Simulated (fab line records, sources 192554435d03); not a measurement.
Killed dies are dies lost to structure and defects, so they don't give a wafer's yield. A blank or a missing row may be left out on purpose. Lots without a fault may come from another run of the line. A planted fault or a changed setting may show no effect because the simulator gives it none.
Problem report in the 8D (eight disciplines) form, filled by code | flow n5_finfet | the parts of the form that need people (team, actions taken, sign-off) are left out

1. THE PROBLEM
raw_defect_count at N5_FIN_SAQP_INSPECT_40 reads a mean of 737 on 6 wafers of 2 lots; wafers without a fault read 227 with a standard deviation of 63. That is +8.1 standard deviations from the usual mean.
The step: inspects for defects (brightfield).
First seen on wafer L823.1, day 4 09:10, on defect_inspect-02. The record holds 24 wafers of 8 lots with a number at this step. Rule for "out", or "out of limits": more than 4 standard deviations from the usual mean. The other wafers with a number count as sound.

2. WHAT IT IS AND WHAT IT IS NOT
question                    | is                                   | is not
which readings at this step | raw_defect_count                     | -
which lots                  | L823, L828                           | L816, L818, L829, L833, L835, L836
which wafers of those lots  | all that have a number               | -
read on which gauges        | defect_inspect-01, defect_inspect-02 | -
when                        | from day 4 09:10                     | up to then (6 sound wafers); but 12 sound wafers of L829, L833, L835, L836 came after

3. SUSPECTS, AND WHAT RULES EACH OUT
Counting: a tool at a process step up to the reading stays a suspect if it ran every lot that is out and no sound lot after the first of them.
- the gauge at N5_FIN_SAQP_INSPECT_40: ruled out. The wafers that are out were read on 2 gauges (defect_inspect-01, defect_inspect-02).
- rie_diel-01 at N5_FIN_SAQP_ETCH_57 (etches SiNx in CH3F/O2, target depth 32.5 nm, time 46.4 s): kept. It ran every lot that is out, first L823 (day 4 06:57), and no sound lot after that; its last sound lot up to then is L818 (day 3 02:49).
- vapor_etch-02 at N5_FIN_SAQP_RECESS_63 (chemistry HF/NH3, target SiO2, target depth 18 nm, afs cycles 3, sublimation time 60 s): ruled out as a lasting fault. Sound lots L833, L835, L836 ran on it after its first lot that is out, L823 (day 4 07:10).
- rie_diel-06 at N5_FIN_SAQP_ETCH_67 (etches SiNx in CH3F/O2, target depth 30 nm): ruled out as a lasting fault. Sound lots L833, L835 ran on it after its first lot that is out, L823 (day 4 07:43).
- rie_diel-06 at N5_FIN_SAQP_STRIP_70 (strips in N2/H2): ruled out as a lasting fault. Sound lots L833, L835 ran on it after its first lot that is out, L823 (day 4 07:46).
Left after counting: rie_diel-01 at N5_FIN_SAQP_ETCH_57.

4. THE CAUSE (what the simulator had put in)
Chamber particle source: rie_diel-01, from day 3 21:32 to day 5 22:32, at N5_FIN_SAQP_ETCH_57. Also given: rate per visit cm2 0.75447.
Counting left only this tool.

5. THE CHAIN OF EFFECTS, in route order
Each row: a reading whose mean over the struck wafers that have a number lies more than 3 standard deviations from the usual. Only readings for which the record gives a usual standard deviation are gone through. hours: the time from each lot's start at the first step in this table that gives one to its start at this step, as a median over the lots. sigmas: the change in usual standard deviations.
hours | step                    | reading              | usual  | on struck wafers | change | sigmas
0     | N5_FIN_SAQP_INSPECT_40  | raw_defect_count     | 227    | 737              | +510   | +8.1
1     | N5_FIN_CUT_INSPECT_10   | raw_defect_count     | 41     | 528              | +487   | +44
244   | N5_PASSIVATION_PROBE_49 | defect_limited_yield | 91.6 % | 82.3             | -9.3   | -5.8
244   | N5_PASSIVATION_PROBE_49 | killed_at_front_end  | 39     | 154              | +115   | +9.6
244   | N5_PASSIVATION_PROBE_49 | killed_dies          | 100    | 209              | +109   | +5.7
244   | N5_PASSIVATION_PROBE_49 | sort_bin_5_function  | 5.0 %  | 11.6             | +6.6   | +6.0
244   | N5_PASSIVATION_PROBE_49 | sort_n_pass          | 1080   | 971              | -109   | -6.0
244   | N5_PASSIVATION_PROBE_49 | sort_yield_pct       | 91.6 % | 82.3             | -9.3   | -5.8
The process steps in it:
- N5_PASSIVATION_PROBE_49
Later measuring or inspecting steps at which every struck wafer that the step has a row for has a number for every such reading, and none has moved that far: N5_BEOL_M4_RC_MEAS_101.

6. WHAT WOULD HAVE CAUGHT IT SOONER
In this record the first reading out of limits at a measuring or inspecting step was taken at day 4 09:10, 12 hours after the fault began at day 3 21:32.
Of the tool readings at N5_FIN_SAQP_ETCH_57 for which the record gives a usual standard deviation, none was out on any struck wafer, so an alarm limit of 4 standard deviations on them would not have fired.
Of the lots that are out (2), L828 began N5_FIN_SAQP_ETCH_57 on rie_diel-01 after day 4 09:10. A hold on the tool at that time would have spared it.
